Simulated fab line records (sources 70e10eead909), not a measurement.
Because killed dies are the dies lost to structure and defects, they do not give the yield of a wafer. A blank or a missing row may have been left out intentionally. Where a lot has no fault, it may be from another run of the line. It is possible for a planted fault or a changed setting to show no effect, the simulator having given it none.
Matching of chambers ; flow nandHarc ; NHARC_P_BONDPAD_CMP_19 on cmp-04 has 4 sister chambers
The step polishes, t overpolish 30 s, cu recess touch 16 s, target thk 160.81 nm. 4 wafers are shown with their chamber, then 7 later ones without.

## WAFERS PAIRED WITH THEIR CHAMBERS
wafer;chamber;motorCurrentA (A)
L563.5;3;13.0
L566.4;1;12.0
L567.1;0;10.6
L567.3;2;11.6

## WAFERS WHOSE CHAMBER IS MISSING
wafer;motorCurrentA (A)
L567.4;12.3
L583.3;11.8
L583.4;12.0
L583.6;10.8
L582.2;10.8
L582.5;13.0
L582.6;10.5

## THE CHAMBER EACH PASSED THROUGH
wafer;from the rows above;in truth
L567.4;1;1
L583.3;can't be placed: 1 or 2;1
L583.4;1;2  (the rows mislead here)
L583.6;0;0
L582.2;0;0
L582.5;3;3
L582.6;0;0
Correct placement for 5 of the 7. From these rows, 1 cannot be placed; in 1 the true chamber is one of the candidates. 1 placed wrongly.
How it was worked out, from the rows above alone: a wafer's distance from a chamber is the root of the sum, over the readings, of the square of ((its reading less the chamber's mean) divided by the reading's scatter). If the next closest chamber is less than 2 further off than the closest, the wafer can't be placed; otherwise it belongs to the closest. For every chamber, the mean is computed from those of its wafers that are shown. The scatter: root of mean squared gap, hidden wafer to nearest shown wafer, with one shown wafer a chamber.
